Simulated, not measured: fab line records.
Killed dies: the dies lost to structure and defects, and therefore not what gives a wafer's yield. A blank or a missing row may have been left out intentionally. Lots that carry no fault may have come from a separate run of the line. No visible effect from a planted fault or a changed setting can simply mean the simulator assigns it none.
Chamber matching -- flow n5Finfet -- 4 sister chambers for N5_MOL_CONTACT_COAG_ETCH_90 on rieDiel-03
The step etches SiARC in CF4, target depth 13 nm, time 21.7 s. 22 wafers are shown with their chamber, then 11 later ones without.

## WAFERS WITH THEIR CHAMBER
wafer,chamber,drypumpMotorCurrentA (A),throttleValvePct (%),etchRfOnTimeS (s)
L076.1,0,5.6,15.43,20.8
L076.4,2,5.4,15.34,21.3
L076.6,1,5.3,15.32,21.6
L082.2,0,5.7,15.47,21.1
L082.3,3,5.7,15.90,21.8
L082.6,2,5.4,15.36,21.5
L083.2,2,5.4,15.35,21.6
L083.5,3,5.6,15.90,21.9
L083.6,2,5.4,15.35,21.4
L085.1,1,5.3,15.35,22.1
L085.4,2,5.4,15.37,21.7
L085.6,1,5.3,15.36,22.1
L088.1,2,5.4,15.38,21.3
L088.3,1,5.3,15.38,21.8
L088.4,2,5.4,15.37,21.4
L091.2,2,5.4,15.37,21.5
L091.3,0,5.6,15.51,21.4
L091.6,3,5.7,15.42,21.4
L092.2,3,5.7,15.40,21.8
L092.3,0,5.6,15.50,21.3
L092.4,2,5.4,15.41,21.6
L093.1,2,5.4,15.40,21.7

SIGNATURES (averages over the wafers above)
reading,chamber 0,chamber 1,chamber 2,chamber 3,scatter within a chamber
drypumpMotorCurrentA,5.625,5.300,5.400,5.675,0.0289
throttleValvePct,15.4775,15.3525,15.3700,15.6550,0.118
etchRfOnTimeS,21.150,21.900,21.500,21.725,0.202
Rule: a wafer lies at a distance from a chamber equal to the root of the sum of squares, over the readings, of (its reading less the chamber's mean, divided by the reading's scatter). The wafer belongs to the nearest chamber; if the next one is less than 2 further off, it can't be placed. The scatter: take each reading less its chamber's mean, square it, sum over the shown wafers, divide by the number of wafers less the number of chambers, and take the root.

## WAFERS WITHOUT THEIR CHAMBER
wafer,drypumpMotorCurrentA (A),throttleValvePct (%),etchRfOnTimeS (s)
L093.3,5.3,15.39,22.1
L093.6,5.3,15.38,22.1
L094.2,5.7,15.43,21.5
L094.3,5.4,15.42,21.7
L094.5,5.7,15.44,21.6
L095.1,5.4,15.43,21.7
L095.3,5.7,15.42,21.6
L095.4,5.3,15.39,21.9
L096.1,5.4,15.43,21.5
L096.3,5.3,15.40,22.2
L096.5,5.7,15.44,21.7

## THE CHAMBER EACH PASSED THROUGH
wafer,from the rows above,in truth
L093.3,1,1
L093.6,1,1
L094.2,can't be placed: 3 or 0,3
L094.3,2,2
L094.5,can't be placed: 3 or 0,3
L095.1,2,2
L095.3,can't be placed: 3 or 0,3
L095.4,1,1
L096.1,2,2
L096.3,1,1
L096.5,can't be placed: 3 or 0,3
7 of 11 placed correctly. From these rows, 4 cannot be placed; in 4 the true chamber is one of the candidates. Wrongly placed: 0.
